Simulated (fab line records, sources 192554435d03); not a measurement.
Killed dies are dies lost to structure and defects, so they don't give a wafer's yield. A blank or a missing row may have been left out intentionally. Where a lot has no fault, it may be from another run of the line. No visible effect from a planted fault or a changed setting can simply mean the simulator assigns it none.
Split-lot experiment -- flow n5 finfet -- 7 lots, 21 wafers read, on a route of 1938 steps

ON THE SPLIT
At N5_MIM_TOP_LITHO_EXPOSE_05 (exposes mask MIM TOP, target cd 2000 nm), the setting dose mj was moved away from the recipe's 20.5 on 7 of the 21 wafers read, by -7.4% to +3.9%. All remaining wafers had this setting at the recipe value.

FROM THE SPLIT TO THE READING: what the file shows between them, 3 steps
- N5_MIM_TOP_LITHO_PEB_06
- N5_MIM_TOP_LITHO_DEVELOP_07: develop time 60 s
- N5_MIM_TOP_LITHO_HARDBAKE_09: time 120 s

THE READING
At N5_MIM_TOP_LITHO_CD_MEAS_08: cd nm in nanometres, against a target cd of 2000 nm. On this fab line, fault-free wafers typically give 1999.7 nm with a standard deviation of 1.6 nm.

wafer,"tool, chamber at the split",dose mj as run,against the recipe,"cd nm, nm",against lot-mates on the recipe
L074.2,"krf scanner-01, 0",20.5,recipe,1998.0,-
L074.3,"krf scanner-01, 0",18.99,-7.4%,2012.5,+14.3
L074.6,"krf scanner-01, 0",20.5,recipe,1998.3,-
L078.4,"krf scanner-01, 0",20.5,recipe,1999.6,-
L078.5,"krf scanner-01, 0",20.5,recipe,2001.3,-
L078.6,"krf scanner-01, 0",20.5,recipe,2000.7,-
L080.1,"krf scanner-01, 0",20.5,recipe,2000.2,-
L080.5,"krf scanner-01, 0",20.5,recipe,2001.8,-
L080.6,"krf scanner-01, 0",20.5,recipe,1999.9,-
L081.3,"krf scanner-01, 0",21.15,+3.2%,1993.3,-5.8
L081.4,"krf scanner-01, 0",20.5,recipe,1999.1,-
L081.5,"krf scanner-01, 0",21.15,+3.2%,1991.9,-7.2
L089.2,"krf scanner-02, 0",20.5,recipe,2000.9,-
L089.4,"krf scanner-02, 0",19.59,-4.4%,2006.3,+5.4
L089.5,"krf scanner-02, 0",19.59,-4.4%,2008.1,+7.2
L092.1,"krf scanner-02, 0",21.29,+3.9%,1993.8,-7.1
L092.3,"krf scanner-02, 0",21.29,+3.9%,1994.5,-6.4
L092.5,"krf scanner-02, 0",20.5,recipe,2000.9,-
L095.1,"krf scanner-01, 0",20.5,recipe,1996.9,-
L095.2,"krf scanner-01, 0",20.5,recipe,1998.2,-
L095.3,"krf scanner-01, 0",20.5,recipe,2000.5,-

FIT RESULTS
A straight line over all 21 wafers: cd nm changes by -1.73 nm for each +1% of dose mj; r = -0.96; the points scatter about the line by 1.4 nm.
The same after taking each lot's own level away (the mean of its wafers on the recipe; 21 wafers): -1.78 nm for each +1%; r = -0.98; scatter 1 nm.
Per that fit: largest dose mj move, reading shift of 13 nm.
From 1998.15 to 2000.90 nm: that is the span of the lots' own levels, equal to 1.7 times the standard deviation above.
Consequently the slope shifts little with the lot-to-lot level, the two slopes agreeing.
Check: +11.9 nm against its lot-mates is what the line predicts for one of the wafers moved furthest among these (-7.4%) when that wafer is left out of the fit. Against them it came out at +14.3 nm.

FURTHER SPLITS ON THESE WAFERS
Note: prior to the reading, these wafers also went through further splits. Each is held against what the fit with the lots' levels taken away leaves over:
other split on the same wafers,wafers away from the commonest value,r with cd nm (lot level and that fit taken away)
N5_BEOL_M11_EXPOSE_25 dose mj,8,+0.14
N5_BEOL_M12_CMP_49 down force psi,6,-0.19
N5_BEOL_M13_COAT_65 spin rpm,7,-0.40
N5_BEOL_M14_EXPOSE_25 dose mj,9,+0.26
N5_MIM_TOP_ALD_01 ald cycles,7,-0.10

FILE'S OWN FIT
cd nm changes by -1.83 nm for each +1% of dose mj, r = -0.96.
